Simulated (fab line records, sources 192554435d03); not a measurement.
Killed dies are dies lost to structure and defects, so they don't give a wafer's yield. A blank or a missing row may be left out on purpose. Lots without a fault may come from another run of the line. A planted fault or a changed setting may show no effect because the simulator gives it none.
One fault seen from 3 desks | flow n5_finfet | each desk has only its own numbers; what lay behind them comes last

THE METROLOGY DESK
What the gauges read, lot by lot, whatever tool the lot ran on: means of the sampled wafers that have a number. A lot is out of limits, marked OUT, if its mean lies more than 4 standard deviations from the usual mean; the brackets give that distance.
Columns: A = cd_nm at N5_BEOL_M15_CD_MEAS_10, usual 359.8 nm; B = V14_OVL at N5_BEOL_M15_OVL_MEAS_11, usual 2 nm
lot  | first seen here | A     | B
L788 | day 12 22:50    | 360.7 | 3
L791 | day 13 08:25    | 358.3 | 1
L797 | day 15 09:52    | 360.3 | -2
L802 | day 16 17:26    | 360.5 | 6
L805 | day 17 20:44    | 359.2 | -5
L808 | day 18 02:48    | 360.4 | 0
This desk's finding: nothing out of limits on any of the 6 lots.

THE DEFECT DESK
What the inspections along the route counted, lot by lot: means of the sampled wafers that have a number. A lot is out of limits, marked OUT, if its mean lies more than 4 standard deviations from the usual mean; the brackets give that distance.
Columns: A = raw_defect_count at N5_BEOL_M15_INSPECT_12, usual 2.2
lot  | first seen here | A
L788 | day 12 22:53    | 1.7
L791 | day 13 08:28    | 1.7
L797 | day 15 09:55    | 2.0
L802 | day 16 17:30    | 5.3
L805 | day 17 20:47    | 1.7
L808 | day 18 02:51    | 2.0
This desk's finding: nothing out of limits on any of the 6 lots.

THE TOOL OWNER'S DESK: rie_diel-05
The tool's own readings at N5_BEOL_M15_ETCH_59 (etches BARC in N2/H2, target depth 89 nm, overetch 26.7 nm, time 67.9 s): means of the sampled wafers that have a number, for each lot that ran on this tool. A lot is out of limits, marked OUT, if its mean lies more than 4 standard deviations from the usual mean; the brackets give that distance.
Columns: A = chamber_pressure_mTorr at N5_BEOL_M15_ETCH_59, usual 29.998 mTorr; B = drypump_motor_current_A at N5_BEOL_M15_ETCH_59, usual 5.7 A; C = oes_product_au at N5_BEOL_M15_ETCH_59, usual 0.67 a.u.; D = rf_vpp_V at N5_BEOL_M15_ETCH_59, usual 523.3 V; E = run_length_s at N5_BEOL_M15_ETCH_59, usual 91.2 s; F = showerhead_plenum_p_Torr at N5_BEOL_M15_ETCH_59, usual 2.53 Torr; G = throttle_valve_pct at N5_BEOL_M15_ETCH_59, usual 17.9 %
lot  | first seen here | A      | B   | C    | D     | E               | F    | G
L791 | day 13 09:01    | 29.993 | 5.8 | 0.69 | 523.1 | 91.2            | 2.52 | 17.8
L802 | day 16 17:43    | 29.985 | 5.5 | 0.63 | 521.3 | 94.0 (+6.4) OUT | 2.48 | 17.9
L805 | day 17 21:04    | 29.979 | 5.7 | 0.71 | 523.1 | 94.4 (+7.3) OUT | 2.51 | 17.7
This desk's finding: out of limits on L802, L805; first on L802, day 16 17:43 (run_length_s at N5_BEOL_M15_ETCH_59). In limits: L791.

PUT TOGETHER
The tool owner's desk could have raised an alarm at day 16 17:43, on L802, L805.
The metrology desk saw nothing out of limits.
The defect desk saw nothing out of limits.
The metrology desk has L802, L805 on record, within its limits.
The defect desk has L802, L805 on record, within its limits.
Of the lots named, all ran N5_BEOL_M15_ETCH_59 on rie_diel-05.

WHAT THE SIMULATOR HAD PUT IN
Process parameter drift: rie_diel-05, from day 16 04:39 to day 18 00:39, at N5_BEOL_M15_ETCH_59. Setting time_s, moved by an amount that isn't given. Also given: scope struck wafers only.
Lots struck among those shown: L802, L805.
Hours from the fault's start to each desk's first reading out of limits: the tool owner's desk, 13.
